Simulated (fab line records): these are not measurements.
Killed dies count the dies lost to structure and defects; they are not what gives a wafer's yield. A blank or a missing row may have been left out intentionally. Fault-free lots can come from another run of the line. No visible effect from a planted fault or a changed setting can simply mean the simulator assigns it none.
Matching of chambers || flow n5-finfet || N5_BEOL_M2_ETCH_77 on rie-diel-01: 4 sister chambers
The step etches underlayer in N2/H2, target depth 6.5 nm, time 5.2 s. 14 wafers are shown with their chamber, then 7 later ones without.

WAFERS, EACH WITH ITS CHAMBER
{"wafer": "L077.3", "chamber": 1, "showerhead-plenum-p-Torr (Torr)": 2.65, "throttle-valve-pct (%)": 18.36, "drypump-motor-current-A (A)": 5.6}
{"wafer": "L077.4", "chamber": 3, "showerhead-plenum-p-Torr (Torr)": 2.58, "throttle-valve-pct (%)": 17.94, "drypump-motor-current-A (A)": 5.6}
{"wafer": "L077.6", "chamber": 3, "showerhead-plenum-p-Torr (Torr)": 2.58, "throttle-valve-pct (%)": 17.94, "drypump-motor-current-A (A)": 5.6}
{"wafer": "L083.1", "chamber": 2, "showerhead-plenum-p-Torr (Torr)": 2.40, "throttle-valve-pct (%)": 18.36, "drypump-motor-current-A (A)": 5.8}
{"wafer": "L083.3", "chamber": 1, "showerhead-plenum-p-Torr (Torr)": 2.64, "throttle-valve-pct (%)": 18.38, "drypump-motor-current-A (A)": 5.6}
{"wafer": "L083.5", "chamber": 2, "showerhead-plenum-p-Torr (Torr)": 2.40, "throttle-valve-pct (%)": 18.34, "drypump-motor-current-A (A)": 5.8}
{"wafer": "L082.1", "chamber": 1, "showerhead-plenum-p-Torr (Torr)": 2.64, "throttle-valve-pct (%)": 18.38, "drypump-motor-current-A (A)": 5.6}
{"wafer": "L082.3", "chamber": 0, "showerhead-plenum-p-Torr (Torr)": 2.63, "throttle-valve-pct (%)": 17.93, "drypump-motor-current-A (A)": 5.1}
{"wafer": "L082.5", "chamber": 0, "showerhead-plenum-p-Torr (Torr)": 2.63, "throttle-valve-pct (%)": 17.92, "drypump-motor-current-A (A)": 5.1}
{"wafer": "L084.3", "chamber": 3, "showerhead-plenum-p-Torr (Torr)": 2.57, "throttle-valve-pct (%)": 17.96, "drypump-motor-current-A (A)": 5.6}
{"wafer": "L084.4", "chamber": 1, "showerhead-plenum-p-Torr (Torr)": 2.64, "throttle-valve-pct (%)": 18.40, "drypump-motor-current-A (A)": 5.6}
{"wafer": "L084.5", "chamber": 2, "showerhead-plenum-p-Torr (Torr)": 2.40, "throttle-valve-pct (%)": 18.35, "drypump-motor-current-A (A)": 5.9}
{"wafer": "L087.1", "chamber": 1, "showerhead-plenum-p-Torr (Torr)": 2.64, "throttle-valve-pct (%)": 18.39, "drypump-motor-current-A (A)": 5.6}
{"wafer": "L087.4", "chamber": 3, "showerhead-plenum-p-Torr (Torr)": 2.57, "throttle-valve-pct (%)": 17.97, "drypump-motor-current-A (A)": 5.5}

SIGNATURES (means of the wafers above)
{"reading": "showerhead-plenum-p-Torr", "chamber 0": 2.6300, "chamber 1": 2.6420, "chamber 2": 2.4000, "chamber 3": 2.5750, "scatter within a chamber": 0.00424}
{"reading": "throttle-valve-pct", "chamber 0": 17.9250, "chamber 1": 18.3820, "chamber 2": 18.3500, "chamber 3": 17.9525, "scatter within a chamber": 0.0134}
{"reading": "drypump-motor-current-A", "chamber 0": 5.100, "chamber 1": 5.600, "chamber 2": 5.833, "chamber 3": 5.575, "scatter within a chamber": 0.0376}
Rule: a wafer's distance from a chamber is the root of the sum, over the readings, of the square of ((its reading less the chamber's mean) divided by the reading's scatter). If the next closest chamber is less than 2 further off than the closest, the wafer can't be placed; otherwise it belongs to the closest. How the scatter is found: for the shown wafers, subtract from each reading the mean of its chamber, square and add these, divide the total by (wafers less chambers), then take the root.

WAFERS WHOSE CHAMBER IS MISSING
{"wafer": "L087.5", "showerhead-plenum-p-Torr (Torr)": 2.72, "throttle-valve-pct (%)": 17.96, "drypump-motor-current-A (A)": 5.8}
{"wafer": "L090.3", "showerhead-plenum-p-Torr (Torr)": 2.62, "throttle-valve-pct (%)": 17.96, "drypump-motor-current-A (A)": 5.1}
{"wafer": "L090.5", "showerhead-plenum-p-Torr (Torr)": 2.64, "throttle-valve-pct (%)": 18.40, "drypump-motor-current-A (A)": 5.6}
{"wafer": "L090.6", "showerhead-plenum-p-Torr (Torr)": 2.72, "throttle-valve-pct (%)": 17.98, "drypump-motor-current-A (A)": 5.9}
{"wafer": "L096.1", "showerhead-plenum-p-Torr (Torr)": 2.71, "throttle-valve-pct (%)": 18.00, "drypump-motor-current-A (A)": 5.9}
{"wafer": "L096.2", "showerhead-plenum-p-Torr (Torr)": 2.56, "throttle-valve-pct (%)": 18.00, "drypump-motor-current-A (A)": 5.5}
{"wafer": "L096.3", "showerhead-plenum-p-Torr (Torr)": 2.63, "throttle-valve-pct (%)": 18.45, "drypump-motor-current-A (A)": 5.6}

WHICH CHAMBER EACH ONE RAN IN
{"wafer": "L087.5", "from the rows above": 0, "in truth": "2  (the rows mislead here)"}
{"wafer": "L090.3", "from the rows above": 0, "in truth": 0}
{"wafer": "L090.5", "from the rows above": 1, "in truth": 1}
{"wafer": "L090.6", "from the rows above": 0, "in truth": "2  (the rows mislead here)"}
{"wafer": "L096.1", "from the rows above": 0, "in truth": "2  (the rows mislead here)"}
{"wafer": "L096.2", "from the rows above": 3, "in truth": 3}
{"wafer": "L096.3", "from the rows above": 1, "in truth": 1}
Correct placement for 4 of the 7. Not placeable from these rows: 0. 3 placed wrongly.
